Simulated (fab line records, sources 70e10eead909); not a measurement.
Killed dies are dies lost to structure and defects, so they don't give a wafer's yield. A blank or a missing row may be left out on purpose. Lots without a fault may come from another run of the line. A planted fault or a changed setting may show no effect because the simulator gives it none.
Which tool did it? | flow nand_harc | 11 lots, 33 wafers sampled, at 6 steps of a route of 1159

WHAT THE GAUGES READ, wafer by wafer
NHARC_A_M1_INSPECT_11.
lot  | measured     | on                | raw_defect_count
L753 | day 18 01:29 | defect_inspect-02 | 28 43 39
L749 | day 18 04:02 | defect_inspect-01 | 10 9 10
L756 | day 19 01:52 | defect_inspect-01 | 561 576 547
L757 | day 19 18:12 | defect_inspect-02 | 576 554 536
L763 | day 21 00:31 | defect_inspect-02 | 40 38 43
L766 | day 22 03:50 | defect_inspect-02 | 34 41 47
L768 | day 22 09:04 | defect_inspect-02 | 63 56 63
L771 | day 22 22:41 | defect_inspect-02 | 20 36 29
L769 | day 23 04:31 | defect_inspect-01 | 69 59 51
L770 | day 23 08:14 | defect_inspect-01 | 43 38 52
L772 | day 24 02:14 | defect_inspect-02 | 21 26 20

NHARC_END_SORT_01.
lot  | measured     | on        | defect_limited_yield (%) | killed_at_array | killed_at_other | killed_at_periphery | killed_dies | killed_open | killed_short | sort_bin_2_pct (%) | sort_bin_3_pct (%) | sort_bin_4_pct (%) | sort_n_pass | sort_rim_yield_pct (%) | sort_yield_pct (%)
L756 | day 20 18:38 | prober-01 | 84.0 82.7 81.8           | 104 116 117     | 0 0 0           | 4 1 6               | 108 117 123 | 6 4 3       | 1 0 2        | 7.2 8.1 7.2        | 2.95 2.07 3.25     | 5.8 7.1 7.7        | 569 560 554 | 95.3 93.4 87.7         | 84.0 82.7 81.8
L757 | day 21 10:37 | prober-02 | 82.9 82.9 85.1           | 113 109 98      | 0 0 0           | 3 7 3               | 116 116 101 | 3 3 3       | 2 3 1        | 8.6 8.3 6.8        | 2.95 3.25 3.10     | 5.6 5.6 5.0        | 561 561 576 | 92.5 85.8 95.3         | 82.9 82.9 85.1
L770 | day 24 23:00 | prober-01 | 95.3 94.4 95.1           | 30 36 33        | 0 0 0           | 2 2 0               | 32 38 33    | 3 2 0       | 0 5 1        | 1.2 1.3 1.2        | 0.89 0.44 0.30     | 2.7 3.8 3.4        | 645 639 644 | 92.5 92.5 91.5         | 95.3 94.4 95.1

WHICH TOOL RAN EACH LOT (tool, then ch and the chambers of the sampled wafers, then the start)
lot  | NHARC_A_CONTACT_ALD_18              | NHARC_A_BLC_STRIP_21               | NHARC_A_M0_PVD_20                       | NHARC_A_M0_DEP_32
L753 | ald_metal-04 ch 0,1,3, day 17 13:19 | rie_diel-04 ch 0,2,3, day 17 18:31 | pvd_sputter-03, day 18 00:10 or earlier | pecvd-02 ch 0,1, day 18 00:10
L749 | ald_metal-01 ch 0,2, day 17 16:43   | rie_diel-02 ch 2,3, day 17 20:35   | pvd_sputter-03, day 18 02:41 or earlier | pecvd-04 ch 0,2, day 18 02:41
L756 | ald_metal-03 ch 0,2,3, day 18 13:24 | rie_diel-02 ch 0,2,3, day 18 17:51 | pvd_sputter-02, day 19 00:44 or earlier | pecvd-02 ch 0,1,2, day 19 00:44
L757 | ald_metal-01 ch 0,1,3, day 19 03:31 | rie_diel-02 ch 0,1,2, day 19 09:01 | pvd_sputter-03, day 19 16:48 or earlier | pecvd-02 ch 0,1, day 19 16:48
L763 | ald_metal-01 ch 1,2,3, day 20 13:16 | rie_diel-02 ch 1,3, day 20 17:43   | pvd_sputter-01, day 20 23:09 or earlier | pecvd-04 ch 1,2, day 20 23:09
L766 | ald_metal-04 ch 0,2,3, day 21 05:26 | rie_diel-02 ch 0,1,3, day 21 15:21 | pvd_sputter-02, day 22 02:37 or earlier | pecvd-02 ch 0,2, day 22 02:37
L768 | ald_metal-03 ch 0,3, day 21 18:09   | rie_diel-04 ch 0,3, day 22 01:54   | pvd_sputter-01, day 22 07:44 or earlier | pecvd-03 ch 0,1, day 22 07:44
L771 | ald_metal-03 ch 0,2, day 22 08:54   | rie_diel-02 ch 0,1,3, day 22 13:13 | pvd_sputter-02, day 22 21:31 or earlier | pecvd-03 ch 0,1,2, day 22 21:31
L769 | ald_metal-04 ch 0,1,2, day 22 12:14 | rie_diel-02 ch 0,2,3, day 22 18:41 | pvd_sputter-02, day 23 03:08 or earlier | pecvd-04 ch 0,1,2, day 23 03:08
L770 | ald_metal-01 ch 0,2, day 22 18:19   | rie_diel-12 ch 0,2, day 23 00:43   | pvd_sputter-02, day 23 06:55 or earlier | pecvd-02 ch 0,1, day 23 06:55
L772 | ald_metal-04 ch 0,1,2, day 23 15:08 | rie_diel-04 ch 0,1,2, day 23 18:28 | pvd_sputter-01, day 24 00:52 or earlier | pecvd-02 ch 0,1,2, day 24 00:52
- NHARC_A_CONTACT_ALD_18: deposits TiN, target thk 3 nm, pulse time 1 s, ald cycles 150.
- NHARC_A_BLC_STRIP_21: strips in O2.
- NHARC_A_M0_PVD_20: deposits TaN, target thk 5 nm, time 8.06 s.
- NHARC_A_M0_DEP_32: deposits SiCN, target thk 30 nm.

WHAT THE TOOLS THEMSELVES READ (means of the sampled wafers that have a number; where no wafer has one, the mark that the record gives instead)
NHARC_A_CONTACT_ALD_18.
lot  | tool         | heater_power_w (W) | precursor_pulse_height_rel
L753 | ald_metal-04 | 1075               | 1.004
L749 | ald_metal-01 | 1137               | 1.001
L756 | ald_metal-03 | 992                | 0.994
L757 | ald_metal-01 | 1127               | 1.007
L763 | ald_metal-01 | 1125               | 0.999
L766 | ald_metal-04 | 1122               | 0.996
L768 | ald_metal-03 | 976                | 1.013
L771 | ald_metal-03 | 1019               | 1.009
L769 | ald_metal-04 | 1045               | 1.011
L770 | ald_metal-01 | 1058               | 0.986
L772 | ald_metal-04 | 1029               | 0.995

NHARC_A_BLC_STRIP_21.
lot  | tool        | drypump_motor_current_A (A) | oes_product_au (a.u.) | rf_vpp_V (V) | showerhead_plenum_p_Torr (Torr) | throttle_valve_pct (%)
L753 | rie_diel-04 | 5.8                         | 0.995                 | 57.6         | 3.32                            | 17.045
L749 | rie_diel-02 | 6.0                         | 0.993                 | 57.4         | 3.54                            | 17.031
L756 | rie_diel-02 | 5.9                         | 0.991                 | 57.6         | 3.59                            | 17.029
L757 | rie_diel-02 | 5.9                         | 0.989                 | 58.1         | 3.65                            | 17.034
L763 | rie_diel-02 | 6.1                         | 0.996                 | 58.3         | 3.64                            | 17.039
L766 | rie_diel-02 | 6.0                         | 0.997                 | 57.3         | 3.69                            | 17.047
L768 | rie_diel-04 | 5.6                         | 1.011                 | 57.3         | 3.34                            | 17.032
L771 | rie_diel-02 | 6.0                         | 0.997                 | 57.9         | 3.69                            | 17.037
L769 | rie_diel-02 | 5.9                         | 0.996                 | 57.6         | 3.59                            | 17.030
L770 | rie_diel-12 | 6.1                         | 0.997                 | 57.1         | 3.60                            | 17.031
L772 | rie_diel-04 | 5.9                         | 1.002                 | 57.8         | 3.37                            | 17.037

NHARC_A_M0_PVD_20.
lot  | tool           | throttle_valve_pct (%)
L753 | pvd_sputter-03 | 29.3
L749 | pvd_sputter-03 | 29.1
L756 | pvd_sputter-02 | 29.5
L757 | pvd_sputter-03 | 29.6
L763 | pvd_sputter-01 | 30.2
L766 | pvd_sputter-02 | 30.3
L768 | pvd_sputter-01 | 29.5
L771 | pvd_sputter-02 | 30.3
L769 | pvd_sputter-02 | 29.5
L770 | pvd_sputter-02 | 29.9
L772 | pvd_sputter-01 | 30.3

NHARC_A_M0_DEP_32.
lot  | tool     | heater_power_w (W)
L753 | pecvd-02 | 530
L749 | pecvd-04 | 747
L756 | pecvd-02 | 545
L757 | pecvd-02 | 624
L763 | pecvd-04 | 679
L766 | pecvd-02 | 540
L768 | pecvd-03 | 624
L771 | pecvd-03 | 644
L769 | pecvd-04 | 673
L770 | pecvd-02 | 530
L772 | pecvd-02 | 564

THE ANSWER, worked out from the rows above alone
Rule: what is usual is taken from the lots themselves. Put in order of their means at a reading, lots are off if they are a third of the lots or fewer, leave a main group of 4 or more, and stand apart from it by a gap of 3 or more times the standard deviation of the main group's means; of several such gaps the widest counts. A main group whose means are all the same, to the digits that the tables above print for the reading, isn't used. A lot without any number at a reading at which 4 lots or more have one is off too. The other lots that the step has rows for count as sound. The gauges are gone through in route order, then the tools' own readings, and for those a lot's mean is taken as printed above. The first step at which some lot is off is used, and at that step the reading that is off furthest; a lot without a number counts as furthest.
Off: L756, L757, at NHARC_A_M1_INSPECT_11 (raw_defect_count). The main group: mean 38, standard deviation 16.
A tool fits if, at a process step before that reading, it ran every lot that is off, and no sound lot after the first of them. The gauges at NHARC_A_M1_INSPECT_11 are tried like those tools. NHARC_A_M0_PVD_20 gives no start for some lots, so the hours and the order of its lots are those of NHARC_A_M0_DEP_32. None of those tried fits.

WHAT THE SIMULATOR HAD PUT IN
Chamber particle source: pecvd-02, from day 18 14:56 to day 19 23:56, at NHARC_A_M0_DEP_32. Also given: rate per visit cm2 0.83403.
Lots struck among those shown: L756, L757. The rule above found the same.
